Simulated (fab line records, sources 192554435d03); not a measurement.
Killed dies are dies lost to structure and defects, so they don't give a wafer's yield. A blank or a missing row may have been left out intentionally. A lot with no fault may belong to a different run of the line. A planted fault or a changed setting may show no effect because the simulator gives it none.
A struck lot beside a sound one || flow n5Finfet || 23 steps out of a route of 1938
Sound: wafers L359.2, L359.4, L359.6. Struck: wafers L365.1, L365.5, L365.6. Last of all comes the cause.
Order at every step that has rows: each side's tool, ch and its chambers, its first start. Under that, the readings that differ: sound wafers || struck wafers || difference of the means || sigmas: that difference in standard deviations of wafers without a fault.
alike: same words and numbers on both sides, and readings whose means sit less than 2 such deviations apart. not compared: any withheld reading, any reading some wafer has no value for, any bound like >300 that may hide the same value, and any number with overlapping values for which the record gives no deviation.
Wherever a step has rows on one side only, a row that says differs or no value, or a row with sigmas, the two part there. When numbers do not overlap yet have no deviation, they are printed without sigmas and do not part them. A reading missing from all wafers of one side parts the sides only when that side holds two or more wafers.

first, 8 steps without rows for these wafers: N5_BEOL_M1_PRE_CLEAN_60 (time 15 s); N5_BEOL_M1_CO_CAP_55 (material Co, precursor CCTBA/H2, target thk 2 nm, time 102.1 s); N5_BEOL_M1_PRE_CLEAN_56 (time 15 s); N5_BEOL_M1_DEP_57 (deposits SiCN from 3MS/NH3, target thk 8 nm, time 14 s); N5_BEOL_M2_ILD_DEP_00 (deposits SiOC from DEMS/O2, target thk 79 nm, time 15.3 s); N5_BEOL_M2_PECVD_72 (deposits SiO2 from TEOS/O2, target thk 16 nm, time 18 s); N5_BEOL_M2_HM_DEP_02 (deposits TiN, target thk 20 nm); N5_BEOL_M2_COAT_61 (time 60 s, resist thk 60 nm).
N5_BEOL_M2_COAT_62: time 60 s, resist thk 12 nm.
  sound on lithoTrack-03 ch 0, day 7 16:41; struck on lithoTrack-03 ch 0, day 9 05:40
{"reading": "spinSpeedRpm (rpm)", "sound": "1500.8 1499.0 1499.5", "struck": "2322.9 2321.8 2323.3", "difference": "+822.9", "sigmas": "+99 or more"}
{"reading": "model.SiARC_of_BEOL_M2_COAT_62.thkNm (nm)", "sound": "12 12 12", "struck": "9.6 9.6 9.6", "difference": -2.4, "sigmas": ""}
  alike: exhaustPa
then, 9 steps without rows for these wafers: N5_BEOL_M2_COAT_73 (time 60 s, resist thk 5 nm); N5_BEOL_M2_COAT_05 (resist thk 30 nm); N5_BEOL_M2_EBR_07; N5_BEOL_M2_SOFTBAKE_06 (time 60 s); N5_BEOL_M2_EXPOSE_08 (exposes mask M2); N5_BEOL_M2_PEB_09 (peb time 60 s); N5_BEOL_M2_DEVELOP_10 (develop time 30 s); N5_BEOL_M2_DESCUM_16 (chemistry O2, time 7 s); N5_BEOL_M2_ETCH_74 (etches underlayer in N2/H2, target depth 6.5 nm, time 5.2 s).
N5_BEOL_M2_ETCH_63: etches SiARC in CF4, target depth 15.6 nm, time 26 s.
  sound on rieDiel-01 ch 0,1,2, day 7 17:08; struck on rieDiel-01 ch 0,3, day 9 06:06
{"reading": "etchRfOnTimeS (s)", "sound": "26.1 26.4 26.0", "struck": "20.6 20.9 21.2", "difference": -5.3, "sigmas": -15}
{"reading": "model.etch.depthNm (nm)", "sound": "12.04 12.09 12.04", "struck": "9.649 9.671 9.628", "difference": -2.407, "sigmas": ""}
  alike: drypumpMotorCurrentA, oesProductAu, rfVppV, showerheadPlenumPTorr, throttleValvePct
  not compared: rfHoursCounterH
N5_BEOL_M2_ETCH_64: etches SOC in N2/H2, target depth 75 nm, overetch 22.5 nm, time 121.9 s.
  sound on rieDiel-01 ch 0,1,2, day 7 17:10; struck on rieDiel-01 ch 0,3, day 9 06:08
{"reading": "model.SiARC_of_BEOL_M2_COAT_62.thkNm (nm)", "sound": "6.4 6.4 6.2", "struck": "4 4 3.8", "difference": -2, "sigmas": ""}
  alike: drypumpMotorCurrentA, oesProductAu, rfVppV, showerheadPlenumPTorr, throttleValvePct
  not compared: rfHoursCounterH
then, 1 step without rows for these wafers: N5_BEOL_M2_STRIP_65 (strips in N2/H2).
-- the record jumps here: 2 days lie between the struck wafers' starts before and after (it left off in module BEOL_M2 and takes up again in module BEOL_M4, whose first step shown is number 1111 of the route) --
N5_BEOL_M4_RC_MEAS_101:
  sound on prober-02 ch 0, day 9 09:14; struck on prober-01 ch 0, day 11 14:42
  alike: DIBL_N, DIBL_P, IOFF_N, IOFF_P, ION_N, ION_P, SS_N, SS_P, VT_N, VT_P
-- a jump in the record: the struck wafers' starts before and after are 4 days apart (it breaks off in module BEOL_M4 and resumes in module PASSIVATION, where the first step shown is number 1936 of the route) --
N5_PASSIVATION_PROBE_49:
  sound on prober-02, day 13 14:28; struck on prober-01, day 15 17:24
{"reading": "killed_at_M4_up", "sound": "21 20 18", "struck": "8 7 15", "difference": -10, "sigmas": -2}
  alike: defectLimitedYield, killed_at_M0_to_M3, killedAtContacts, killedAtFrontEnd, killedAtOther, killedDies, killedOpen, killedShort, sort_bin_5_function, sort_bin_6_memory, sortNPass, sortYieldPct

## WHERE THEY PART
First at N5_BEOL_M2_COAT_62; last, within this record, at N5_PASSIVATION_PROBE_49.

WHY: what the simulator had put in
Process parameters drifting: lithoTrack-03 at N5_BEOL_M2_COAT_62, beginning at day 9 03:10. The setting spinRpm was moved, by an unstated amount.
